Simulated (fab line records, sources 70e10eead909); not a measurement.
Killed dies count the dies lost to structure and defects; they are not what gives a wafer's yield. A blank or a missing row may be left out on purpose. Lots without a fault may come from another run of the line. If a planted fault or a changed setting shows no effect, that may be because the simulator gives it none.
fab line records	flow nand-harc
[record] lots = 5	wafers = 15	last-day = 31
route steps=1302 shown A_STAIRCASE@879 A_SGD_CUT@890 END@1302
lots that met no fault: from a run of the same line without faults
start-h: start of the lot's first displayed wafer, in hours after the record's first day	wait-h: hours from the lot's prior step to this one	" repeats the value in the row above	L1.1+2: a row that stands for several wafers	- no value, or no start was given	* or withheld: withheld	< > ~ a bound
route shown NAME@n: NAME is a module with steps in the file, n the number in the route of the first one	usual: mean and standard deviation over wafers with no fault	same: alike in all rows	chamber/n: place in a boat	sites: per-site readings	_std_site: their standard deviation	_edge_site: the outer-site mean with the inner-site mean subtracted	radius-mm: for every site, how far away it sits from the centre of the wafer	mask NAME#n: copy n	behind: the last tool/chamber to shape the wafer	hold: why the lot went on hold/how many hours it stayed there/how the hold came to an end	device: the n, p or np transistor that did not switch	end of line: the tests these same wafers got at the end of their route	where a step has no rows: the recipe by itself	killed: dies lost to structure and defects at the first sort, not the wafer's yield	map: dies across one wafer; x = killed, . = not, _ = none there
set.NAME: setting as actually run; set.NAME@STEP: the setting as run at that earlier step	model.NAME: the simulator's own value behind a step, which no gauge read
lots at selected steps of the route; one table per step, one row per wafer
services: from which hour (start-h, from the record's first day; less than 0 if before it) a tool's chamber was out of use, for how many hours, and why
[[steps]]
[step NHARC_A_STAIRCASE_SRD_154]
[step NHARC_A_STAIRCASE_ETCH_403]
[recipe] target-depth-a = 1082	chemistry = dHF	material = SiO2
[step NHARC_A_STAIRCASE_ETCHBACK_422]
[recipe] target-depth-a = 400	over-etch-frac = 0.3	time-s = 74.286	ion-energy-ev = 120	ch3f-flow-sccm = 50	o2-flow-sccm = 30	ar-flow-sccm = 200	rf-w = 500	bias-w = 100	chemistry = CH3F/O2
[usual] drypump-motor-current-A = 6.0/0.44	oes-product-au = 0.96/0.035	rf-vpp-V = 244.1/1.6	showerhead-plenum-p-Torr = 2.44/0.097	throttle-valve-pct = 20.663/0.0087
[same] time-s = 74.286
lot.wafer	tool	chamber	start-h	wait-h	drypump-motor-current-A	oes-product-au	rf-hours-counter-h	rf-vpp-V	showerhead-plenum-p-Torr	throttle-valve-pct
L809.1	rie-diel-05	2	431.61	0.1	5.8	0.99	6	242.8	2.39	20.665
L809.3	"	0	"	"	6.7	1.00	7	242.1	2.29	20.654
L809.6	"	2	"	"	5.8	1.00	-	242.1	2.39	20.656
L817.2	rie-diel-03	3	507.25	0.1	6.3	0.99	15	243.2	2.45	20.669
L817.6	"	3	"	"	6.3	1.00	-	244.4	2.45	20.669
L817.5	"	0	"	"	5.7	0.98	-	243.6	2.48	20.660
L823.1	rie-diel-02	0	570.03	0.1	5.6	0.95	58	244.7	2.49	20.649
L823.5	"	3	"	"	6.2	0.93	-	242.7	2.42	20.676
L823.6	"	0	"	"	5.6	0.95	-	244.1	2.49	20.656
L826.2	rie-diel-05	1	608.46	0.1	6.2	1.00	4	246.6	2.53	20.653
L826.4	"	2	"	"	5.8	1.00	4	242.6	2.37	20.666
L826.6	"	1	"	"	6.2	1.00	-	246.2	2.53	20.657
L827.3	rie-diel-05	1	608.74	0.1	6.2	1.00	4	245.8	2.53	20.648
L827.2	"	3	"	"	5.2	1.00	4	245.6	2.45	20.656
L827.6	"	0	"	"	6.7	1.01	-	246.7	2.66	20.655
[step NHARC_A_STAIRCASE_ETCH_423]
[recipe] target-depth-a = 300	chemistry = dHF	material = SiO2
[step NHARC_A_STAIRCASE_ETCHBACK_157]
[recipe] target-depth-a = 900	over-etch-frac = 0.3	time-s = 167.14	ion-energy-ev = 120	ch3f-flow-sccm = 50	o2-flow-sccm = 30	ar-flow-sccm = 200	rf-w = 500	bias-w = 100	chemistry = CH3F/O2
[usual] drypump-motor-current-A = 6.0/0.45	oes-product-au = 0.975/0.029	rf-vpp-V = 244.0/1.6	showerhead-plenum-p-Torr = 2.44/0.1	throttle-valve-pct = 20.665/0.0091
[same] time-s = 167.14
lot.wafer	tool	chamber	start-h	wait-h	drypump-motor-current-A	oes-product-au	rf-hours-counter-h	rf-vpp-V	showerhead-plenum-p-Torr	throttle-valve-pct
L809.1	rie-diel-05	2	431.97	0.2	5.8	1.003	6	242.6	2.39	20.662
L809.3	"	1	"	"	6.2	0.979	6	245.3	2.55	20.653
L809.6	"	2	"	"	5.8	1.003	-	243.0	2.39	20.656
L817.2	rie-diel-03	0	507.65	0.2	5.7	0.985	12	246.3	2.48	20.669
L817.5	"	0	"	"	5.7	0.993	-	246.2	2.48	20.659
L817.6	"	1	"	"	5.6	0.996	-	245.8	2.53	20.667
L823.1	rie-diel-02	0	570.41	0.2	5.6	0.990	58	244.9	2.49	20.659
L823.6	"	2	"	"	6.0	0.973	-	239.7	2.29	20.682
L823.5	"	3	"	"	6.1	0.981	-	243.6	2.42	20.665
L826.4	rie-diel-05	1	608.81	0.2	6.2	0.994	4	245.6	2.53	20.663
L826.2	"	0	"	"	6.7	1.002	4	246.6	2.66	20.666
L826.6	"	1	"	"	6.2	0.991	-	245.2	2.53	20.681
L827.3	rie-diel-05	0	609.09	0.2	6.7	1.002	4	249.0	2.66	20.642
L827.2	"	1	"	"	6.2	1.003	4	243.4	2.53	20.668
L827.6	"	0	"	"	6.7	1.000	-	245.3	2.66	20.681
[step NHARC_A_STAIRCASE_STRIP_475]
[recipe] time-s = 20	o2-flow-sccm = 500	ar-flow-sccm = 0	bias-w = 0	chemistry = O2
[usual] drypump-motor-current-A = 6.0/0.45	oes-product-au = 0.997/0.01	rf-vpp-V = 57.8/0.89	showerhead-plenum-p-Torr = 3.50/0.14	throttle-valve-pct = 17.036/0.0092
[same] time-s = 20
lot.wafer	tool	chamber	start-h	wait-h	drypump-motor-current-A	oes-product-au	rf-hours-counter-h	rf-vpp-V	showerhead-plenum-p-Torr	throttle-valve-pct
L809.1	rie-diel-05	0	-	-	6.7	1.004	7	57.6	3.29	17.040
L809.3	"	3	"	"	5.2	0.995	7	57.9	3.55	17.038
L809.6	"	1	"	"	6.2	0.992	-	57.2	3.66	17.048
L817.2	rie-diel-03	2	-	-	6.6	0.992	13	57.2	3.29	17.038
L817.6	"	0	"	"	5.7	0.993	-	57.0	3.56	17.034
L817.5	"	1	"	"	5.6	1.001	-	57.9	3.62	17.041
L823.1	rie-diel-02	2	-	-	6.0	1.004	57	57.3	3.30	17.033
L823.6	"	0	"	"	5.6	1.006	-	58.3	3.57	17.024
L823.5	"	1	"	"	6.0	0.986	-	56.4	3.38	17.037
L826.4	rie-diel-05	1	-	-	6.2	1.007	4	58.2	3.62	17.033
L826.2	"	2	"	"	5.9	1.004	4	56.7	3.40	17.035
L826.6	"	2	"	"	5.9	0.997	-	58.1	3.40	17.015
L827.2	rie-diel-05	0	-	-	6.7	0.993	4	57.2	3.81	17.045
L827.3	"	2	"	"	5.9	0.985	4	57.1	3.40	17.034
L827.6	"	0	"	"	6.7	0.984	-	58.8	3.81	17.029
[step NHARC_A_STAIRCASE_DEP_471]
[recipe] target-thk-a = 1000	temp-c = 400	pressure-torr = 6.5	rf-w = 900	teos-flow-sccm = 161.4	flow-sccm = 2650	target-thk-nm = 100	gas = O2	material = SiO2
[usual] heater-power-outer-w = 286/63	heater-power-w = 525/89	rf-fwd-power-W = 896.1/2.7	throttle-valve-pct = 15.7/0.38
lot.wafer	tool	chamber	start-h	wait-h	heater-power-outer-w	heater-power-w	rf-fwd-power-W	throttle-valve-pct
L809.3	pecvd-04	0	432.26	-	300	532	893.4	15.9
L809.1	"	2	"	"	366	608	892.9	16.2
L809.6	"	2	"	"	369	611	895.9	16.3
L817.2	pecvd-01	2	508.08	-	250	501	897.6	15.1
L817.5	"	2	"	"	264	504	897.3	15.2
L817.6	"	0	"	"	361	680	899.3	15.6
L823.1	pecvd-01	0	570.65	-	355	665	895.4	15.6
L823.6	"	0	"	"	353	665	895.8	15.6
L823.5	"	2	"	"	303	561	898.8	15.2
L826.2	pecvd-01	1	609.12	-	272	455	899.4	15.9
L826.6	"	0	"	"	297	590	895.8	15.8
L826.4	"	1	"	"	274	459	899.2	15.7
L827.3	pecvd-04	2	609.37	-	340	536	894.7	16.3
L827.2	"	1	"	"	217	394	898.9	15.6
L827.6	"	1	"	"	225	403	897.3	15.3
[step NHARC_A_STAIRCASE_CMP_472]
[recipe] material = SiO2
[usual] motor-current-A = 13.1/1.3	slurry-flow-ml-min = 150.0/0.47
lot.wafer	tool	chamber	start-h	wait-h	motor-current-A	slurry-flow-ml-min
L809.3	cmp-03	1	432.56	0.3	13.2	149.6
L809.1	"	3	"	"	14.1	149.6
L809.6	"	0	"	"	11.4	150.9
L817.2	cmp-03	2	508.38	0.3	10.6	150.7
L817.6	"	1	"	"	13.1	150.3
L817.5	"	2	"	"	10.9	150.8
L823.1	cmp-03	3	570.95	0.3	16.2	149.6
L823.5	"	2	"	"	10.5	149.7
L823.6	"	3	"	"	15.0	149.6
L826.4	cmp-03	3	609.40	0.2	15.1	150.5
L826.2	"	0	"	"	11.8	149.5
L826.6	"	2	"	"	11.2	149.9
L827.3	cmp-02	3	609.64	0.2	12.8	151.2
L827.2	"	1	"	"	13.6	150.0
L827.6	"	3	"	"	12.4	150.3
[step NHARC_A_STAIRCASE_SRD_474]
[step NHARC_A_STAIRCASE_INSPECT_155]
[usual] raw-defect-count = 444/150
lot.wafer	tool	chamber	start-h	wait-h	raw-defect-count
L809.1	defect-inspect-01	-	432.87	0.1	385
L809.3	"	-	"	"	379
L809.6	"	-	"	"	449
L817.2	defect-inspect-01	-	508.70	0.1	625
L817.5	"	-	"	"	685
L817.6	"	-	"	"	406
L823.1	defect-inspect-02	-	571.27	0.1	402
L823.5	"	-	"	"	449
L823.6	"	-	"	"	402
L826.2	defect-inspect-01	-	609.72	0.1	573
L826.4	"	-	"	"	605
L826.6	"	-	"	"	495
L827.2	defect-inspect-01	-	609.99	0.1	468
L827.3	"	-	"	"	486
L827.6	"	-	"	"	390
[step NHARC_A_SGD_CUT_DEP_00]
[recipe] target-thk-a = 500	temp-c = 400	target-thk-nm = 50	flow-sccm = 200	rf-w = 450	material = SiNx
[usual] heater-power-outer-w = 385/51	heater-power-w = 676/87	rf-fwd-power-W = 448.3/1.4
lot.wafer	tool	chamber	start-h	wait-h	heater-power-outer-w	heater-power-w	rf-fwd-power-W
L809.1	pecvd-03	2	432.95	0.1	424	800	447.0
L809.3	"	0	"	"	425	726	449.2
L809.6	"	0	"	"	434	723	447.5
L817.2	pecvd-02	0	508.77	0.1	328	564	446.5
L817.6	"	1	"	"	374	669	449.0
L817.5	"	2	"	"	363	691	448.7
L823.1	pecvd-03	2	571.39	0.1	445	856	448.7
L823.6	"	0	"	"	434	701	374.2
L823.5	"	2	"	"	447	853	450.0
L826.2	pecvd-02	2	609.85	0.1	290	590	446.1
L826.4	"	0	"	"	435	691	447.3
L826.6	"	2	"	"	286	602	448.6
L827.3	pecvd-01	1	610.05	0.1	336	545	452.0
L827.2	"	2	"	"	454	760	449.2
L827.6	"	1	"	"	349	557	450.3
[step NHARC_A_SGD_CUT_DEHYDRATE_01]
[recipe] temp-c = 150	time-s = 120
[step NHARC_END_SORT_01]
[recipe] temp-c = 25
[usual] killed-at-array = 51/17	killed-at-other = 1.0/1.2	killed-at-periphery = 3.4/2.5	killed-dies = 56/17	killed-open = 3.3/2.1	killed-short = 2.6/1.6
[same] gross-dies = 677
lot.wafer	tool	chamber	start-h	wait-h	killed-at-array	killed-at-other	killed-at-periphery	killed-dies	killed-open	killed-short
L817.2	prober-01	0	634.75	2.8	78	0	6	84	2	2
L817.5	prober-01	0	637.18	3.7	58	0	2	60	3	4
L817.6	prober-01	0	637.99	4.0	95	1	6	102	7	0
L823.1	prober-02	0	709.97	2.5	83	0	4	87	6	4
L823.5	prober-02	0	713.15	3.7	45	0	2	47	3	5
L823.6	prober-02	0	713.94	4.0	61	0	3	64	1	2
L827.2	prober-01	0	742.01	2.8	53	1	1	55	1	3
L827.3	prober-01	0	742.81	3.1	46	2	1	49	3	4
L827.6	prober-01	0	745.22	4.0	41	1	4	46	6	1
// killed by level:class
L817.2 A_CHANNEL_HOLE_D1:chamber-film-flake=33 A_SLIT:chamber-film-flake=27 A_CHANNEL_HOLE_D2:chamber-film-flake=10 P_STI:chamber-film-flake=2 P_CONTACT:chamber-film-flake=2 A_STAIRCASE:chamber-film-flake=2 A_WL_FILL:chamber-film-flake=2 P_M0:geometric-particle:open=1
L817.5 A_SLIT:chamber-film-flake=26 A_CHANNEL_HOLE_D1:chamber-film-flake=11 A_CHANNEL_HOLE_D2:chamber-film-flake=5 A_DECK1_JOINT:chamber-film-flake=3 A_WL_FILL:chamber-film-flake=3 A_CHANNEL_FILL_D2:chamber-film-flake=2 A_CONTACT:chamber-film-flake=2 P_ZERO_WELL:geometric-particle:short=1
L817.6 A_CHANNEL_HOLE_D1:chamber-film-flake=30 A_SLIT:chamber-film-flake=30 A_CHANNEL_HOLE_D2:chamber-film-flake=21 A_WL_FILL:chamber-film-flake=3 A_CONTACT:chamber-film-flake=3 P_CONTACT:geometric-particle:open=2 P_STI:chamber-film-flake=2 A_DECK1_JOINT:chamber-film-flake=2
L823.1 A_CHANNEL_HOLE_D1:chamber-film-flake=39 A_CHANNEL_HOLE_D2:chamber-film-flake=22 A_CONTACT:chamber-film-flake=6 A_BLC:geometric-particle:open=3 P_GATE:chamber-film-flake=3 A_BLC:geometric-particle:short=2 A_BLC:chamber-film-flake=2 A_SLIT:chamber-film-flake=2
L823.5 A_CHANNEL_HOLE_D2:chamber-film-flake=19 A_CHANNEL_HOLE_D1:chamber-film-flake=11 A_STAIRCASE:chamber-film-flake=3 A_CONTACT:chamber-film-flake=2 P_M0:geometric-particle:open=1 A_ONON_D1:geometric-particle:short=1 A_ONON_D2:geometric-particle:short=1 A_CHANNEL_FILL_D2:geometric-particle:short=1
L823.6 A_CHANNEL_HOLE_D1:chamber-film-flake=28 A_CHANNEL_HOLE_D2:chamber-film-flake=20 A_CONTACT:chamber-film-flake=6 P_GATE:chamber-film-flake=3 A_WL_FILL:geometric-particle:short=2 A_CHANNEL_FILL_D2:geometric-particle:open=1 A_ZERO_WELL:chamber-film-flake=1 A_STAIRCASE:chamber-film-flake=1
L827.2 A_SLIT:chamber-film-flake=27 A_CHANNEL_HOLE_D1:chamber-film-flake=14 A_WL_FILL:chamber-film-flake=7 P_CONTACT:geometric-particle:short=1 A_CHANNEL_FILL_D1:geometric-particle:short=1 A_CONTACT:geometric-particle:open=1 A_M0:geometric-particle:short=1 A_CHANNEL_FILL_D1:chamber-film-flake=1
L827.3 A_SLIT:chamber-film-flake=25 A_CHANNEL_HOLE_D1:chamber-film-flake=12 A_CHANNEL_FILL_D1:chamber-film-flake=2 THIN_TSV:chamber-film-flake=2 P_ZERO_WELL:geometric-particle:open=1 A_SOURCE_PLATE:geometric-particle:short=1 A_CHANNEL_HOLE_D1:geometric-particle:short=1 A_ONON_D2:geometric-particle:open=1
L827.6 A_SLIT:chamber-film-flake=25 A_CHANNEL_HOLE_D1:chamber-film-flake=5 A_WL_FILL:chamber-film-flake=3 P_M0:geometric-particle:open=2 A_CHANNEL_FILL_D1:chamber-film-flake=2 A_STAIRCASE:chamber-film-flake=2 P_GATE:geometric-particle:open=1 P_CONTACT:geometric-particle:open=1
[[services]]
tool	chamber	start-h	hours	kind
pecvd-02	-	408.13	13.0	pm
rie-diel-02	3	413.34	12.9	repair
cmp-02	-	430.49	4.0	pm
pecvd-04	-	450.34	13.0	pm
cmp-03	-	456.00	4.0	pm
rie-diel-03	-	458.30	9.0	pm
pecvd-04	-	470.62	0.7	repair
cmp-03	-	482.52	0.8	repair
rie-diel-03	0	485.25	7.6	repair
pecvd-01	-	492.57	13.0	pm
rie-diel-05	-	508.42	0.2	repair
rie-diel-03	1	518.37	15.8	repair
pecvd-03	1	528.84	17.3	repair
cmp-03	-	539.64	15.4	repair
pecvd-03	-	547.00	13.0	pm
pecvd-01	0	558.26	10.0	repair
cmp-03	-	566.86	1.9	repair
rie-diel-05	-	567.52	0.6	repair
rie-diel-02	-	572.22	9.0	pm
cmp-03	-	579.82	0.6	repair
rie-diel-05	1	583.19	7.0	repair
rie-diel-05	-	583.98	9.0	pm
pecvd-02	-	589.13	13.0	pm
pecvd-04	-	610.05	0.5	repair
[[key]]
[first-sign] step = NHARC_A_SGD_CUT_DEP_00	reading = rf-fwd-power-W	direction = down	sigmas = 52	usual = *	struck = *
effect none on later readings
met-at NHARC_A_SGD_CUT_DEP_00
struck-wafers L823.6
tester-left-out L823
onset-between 432.95 571.39
[fault] kind = process-parameter-drift	tool = pecvd-03	chamber = 0	onset-h = 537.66	steps = NHARC_A_SGD_CUT_DEP_00	channel = rf-w	offset = *	shape = step	end-h = 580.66	acts-in = *	stated = *
// tester-left-out: of these lots the tester's yield and bins aren't shown, on N5 and GAA mostly nor the transistor test; their killed dies are dies lost to structure and defects alone, not to doping, threshold or leakage, so they don't give the yield
